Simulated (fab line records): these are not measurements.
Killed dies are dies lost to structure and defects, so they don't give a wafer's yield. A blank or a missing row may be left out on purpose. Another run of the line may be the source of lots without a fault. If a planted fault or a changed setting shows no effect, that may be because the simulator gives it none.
Lot-split experiment || flow n5Finfet || on a route of 1938 steps: 7 lots, 21 wafers read

THE SPLIT ITSELF
At N5_BEOL_M7_COAT_60 (time 60 s, resist thk 35 nm), the setting spinRpm was moved away from the recipe's 1500 rpm on 7 of the 21 wafers read, by -10.5% to +7.7%. All remaining wafers had this setting at the recipe value.

FROM THE SPLIT TO THE READING: what the file shows between them, 4 steps
- N5_BEOL_M7_COAT_05: resist thk 90 nm
- N5_BEOL_M7_EBR_07
- N5_BEOL_M7_DESCUM_16: chemistry O2, time 7.9 s
- N5_BEOL_M7_ETCH_61: etches SiARC in CF4, target depth 45.5 nm, time 75.8 s

THE READING
SiARC_of_BEOL_M7_COAT_60.thkNm (the simulator's own value, which no gauge read), in nm, at N5_BEOL_M7_ETCH_62 (etches SOC in N2/H2, target depth 110 nm, overetch 22 nm, time 165 s). No usual value for it is given in the file. The 14 wafers here that ran the recipe average 28.4 nm, standard deviation 0.22 nm.

{"wafer": "L080.4", "tool, chamber at the split": "lithoTrack-03, 0", "spinRpm as run, rpm": 1500, "against the recipe": "recipe", "SiARC_of_BEOL_M7_COAT_60.thkNm, nm": 28.6, "against lot-mates on the recipe": "-"}
{"wafer": "L080.6", "tool, chamber at the split": "lithoTrack-03, 0", "spinRpm as run, rpm": 1500, "against the recipe": "recipe", "SiARC_of_BEOL_M7_COAT_60.thkNm, nm": 28.6, "against lot-mates on the recipe": "-"}
{"wafer": "L080.5", "tool, chamber at the split": "lithoTrack-03, 0", "spinRpm as run, rpm": 1385, "against the recipe": "-7.7%", "SiARC_of_BEOL_M7_COAT_60.thkNm, nm": 30.2, "against lot-mates on the recipe": "+1.6"}
{"wafer": "L084.2", "tool, chamber at the split": "lithoTrack-03, 0", "spinRpm as run, rpm": 1500, "against the recipe": "recipe", "SiARC_of_BEOL_M7_COAT_60.thkNm, nm": 28.2, "against lot-mates on the recipe": "-"}
{"wafer": "L084.4", "tool, chamber at the split": "lithoTrack-03, 0", "spinRpm as run, rpm": 1500, "against the recipe": "recipe", "SiARC_of_BEOL_M7_COAT_60.thkNm, nm": 28.4, "against lot-mates on the recipe": "-"}
{"wafer": "L084.5", "tool, chamber at the split": "lithoTrack-03, 0", "spinRpm as run, rpm": 1616, "against the recipe": "+7.7%", "SiARC_of_BEOL_M7_COAT_60.thkNm, nm": 26.6, "against lot-mates on the recipe": -1.7}
{"wafer": "L086.1", "tool, chamber at the split": "lithoTrack-03, 0", "spinRpm as run, rpm": 1500, "against the recipe": "recipe", "SiARC_of_BEOL_M7_COAT_60.thkNm, nm": 27.8, "against lot-mates on the recipe": "-"}
{"wafer": "L086.2", "tool, chamber at the split": "lithoTrack-03, 0", "spinRpm as run, rpm": 1500, "against the recipe": "recipe", "SiARC_of_BEOL_M7_COAT_60.thkNm, nm": 28.2, "against lot-mates on the recipe": "-"}
{"wafer": "L086.3", "tool, chamber at the split": "lithoTrack-03, 0", "spinRpm as run, rpm": 1420, "against the recipe": "-5.3%", "SiARC_of_BEOL_M7_COAT_60.thkNm, nm": 29.4, "against lot-mates on the recipe": "+1.4"}
{"wafer": "L092.2", "tool, chamber at the split": "lithoTrack-04, 0", "spinRpm as run, rpm": 1500, "against the recipe": "recipe", "SiARC_of_BEOL_M7_COAT_60.thkNm, nm": 28.4, "against lot-mates on the recipe": "-"}
{"wafer": "L092.4", "tool, chamber at the split": "lithoTrack-04, 0", "spinRpm as run, rpm": 1500, "against the recipe": "recipe", "SiARC_of_BEOL_M7_COAT_60.thkNm, nm": 28.6, "against lot-mates on the recipe": "-"}
{"wafer": "L092.5", "tool, chamber at the split": "lithoTrack-04, 0", "spinRpm as run, rpm": 1500, "against the recipe": "recipe", "SiARC_of_BEOL_M7_COAT_60.thkNm, nm": 28.6, "against lot-mates on the recipe": "-"}
{"wafer": "L093.3", "tool, chamber at the split": "lithoTrack-03, 0", "spinRpm as run, rpm": 1500, "against the recipe": "recipe", "SiARC_of_BEOL_M7_COAT_60.thkNm, nm": 28.6, "against lot-mates on the recipe": "-"}
{"wafer": "L093.4", "tool, chamber at the split": "lithoTrack-03, 0", "spinRpm as run, rpm": 1500, "against the recipe": "recipe", "SiARC_of_BEOL_M7_COAT_60.thkNm, nm": 28.4, "against lot-mates on the recipe": "-"}
{"wafer": "L093.6", "tool, chamber at the split": "lithoTrack-03, 0", "spinRpm as run, rpm": 1500, "against the recipe": "recipe", "SiARC_of_BEOL_M7_COAT_60.thkNm, nm": 28.2, "against lot-mates on the recipe": "-"}
{"wafer": "L094.1", "tool, chamber at the split": "lithoTrack-03, 0", "spinRpm as run, rpm": 1343, "against the recipe": "-10.5%", "SiARC_of_BEOL_M7_COAT_60.thkNm, nm": 30.4, "against lot-mates on the recipe": "+2.0"}
{"wafer": "L094.5", "tool, chamber at the split": "lithoTrack-03, 0", "spinRpm as run, rpm": 1343, "against the recipe": "-10.5%", "SiARC_of_BEOL_M7_COAT_60.thkNm, nm": 30.8, "against lot-mates on the recipe": "+2.4"}
{"wafer": "L094.6", "tool, chamber at the split": "lithoTrack-03, 0", "spinRpm as run, rpm": 1500, "against the recipe": "recipe", "SiARC_of_BEOL_M7_COAT_60.thkNm, nm": 28.4, "against lot-mates on the recipe": "-"}
{"wafer": "L097.2", "tool, chamber at the split": "lithoTrack-05, 0", "spinRpm as run, rpm": 1613, "against the recipe": "+7.5%", "SiARC_of_BEOL_M7_COAT_60.thkNm, nm": 27, "against lot-mates on the recipe": -1.2}
{"wafer": "L097.4", "tool, chamber at the split": "lithoTrack-05, 0", "spinRpm as run, rpm": 1500, "against the recipe": "recipe", "SiARC_of_BEOL_M7_COAT_60.thkNm, nm": 28.2, "against lot-mates on the recipe": "-"}
{"wafer": "L097.6", "tool, chamber at the split": "lithoTrack-05, 0", "spinRpm as run, rpm": 1613, "against the recipe": "+7.5%", "SiARC_of_BEOL_M7_COAT_60.thkNm, nm": 27.2, "against lot-mates on the recipe": -1.0}

THE FIT
A straight line over all 21 wafers: SiARC_of_BEOL_M7_COAT_60.thkNm changes by -0.206 nm for each +1% of spinRpm; r = -0.97; the points scatter about the line by 0.24 nm.
The same after taking each lot's own level away (the mean of its wafers on the recipe; 21 wafers): -0.198 nm for each +1%; r = -0.98; scatter 0.19 nm.
According to that fit, moving spinRpm by its largest amount changes the reading by 2.1 nm.
The span of the lots' own levels, 28.00 to 28.60 nm, comes to 2.7 times the standard deviation stated above.
The two slopes agree, so the slope changes little with the lot-to-lot level.
Check: with one of the wafers moved furthest among these (-10.5%) left out of the fit, the line predicts +2.18 nm for it against its lot-mates. Against them it came out at +2 nm.

THE OTHER SPLITS THESE WAFERS WENT THROUGH
Other splits were also applied to these wafers ahead of the reading. Each is held against what the fit with the lots' levels taken away leaves over:
{"other split on the same wafers": "N5_BEOL_M6_COAT_63 spinRpm", "wafers away from the commonest value": 9, "r with SiARC_of_BEOL_M7_COAT_60.thkNm (lot level and that fit taken away)": "+0.47"}
{"other split on the same wafers": "N5_BEOL_M7_HM_DEP_02 targetThkA", "wafers away from the commonest value": 8, "r with SiARC_of_BEOL_M7_COAT_60.thkNm (lot level and that fit taken away)": "+0.07"}

THE WHOLE CHAIN: every reading that the file lists as answering this split, in the file's order
{"step": "N5_BEOL_M7_COAT_60", "what it does": "time 60 s, resist thk 35 nm", "reading": "SiARC_of_BEOL_M7_COAT_60.thkNm (the simulator's own value, which no gauge read)", "change (the file's fit)": "-0.191 nm for each +1% of the setting", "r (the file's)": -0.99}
{"step": "N5_BEOL_M7_ETCH_61", "what it does": "etches SiARC in CF4, target depth 45.5 nm, time 75.8 s", "reading": "etchRfOnTimeS", "change (the file's fit)": "withheld for each +1% of the setting", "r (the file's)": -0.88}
{"step": "N5_BEOL_M7_ETCH_61", "what it does": "etches SiARC in CF4, target depth 45.5 nm, time 75.8 s", "reading": "etch.depthNm (the simulator's own value, which no gauge read)", "change (the file's fit)": "-0.183 nm for each +1% of the setting", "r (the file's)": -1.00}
{"step": "N5_BEOL_M7_ETCH_61", "what it does": "etches SiARC in CF4, target depth 45.5 nm, time 75.8 s", "reading": "CAR-ArF_of_BEOL_M7_COAT_05.thkNm (the simulator's own value, which no gauge read)", "change (the file's fit)": "+0.17 nm for each +1% of the setting", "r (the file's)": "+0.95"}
{"step": "N5_BEOL_M7_ETCH_62", "what it does": "etches SOC in N2/H2, target depth 110 nm, overetch 22 nm, time 165 s", "reading": "SiARC_of_BEOL_M7_COAT_60.thkNm (the simulator's own value, which no gauge read)", "change (the file's fit)": "-0.205 nm for each +1% of the setting", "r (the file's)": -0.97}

THE FILE'S OWN FIT
SiARC_of_BEOL_M7_COAT_60.thkNm changes by -0.205 nm for each +1% of spinRpm, r = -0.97.
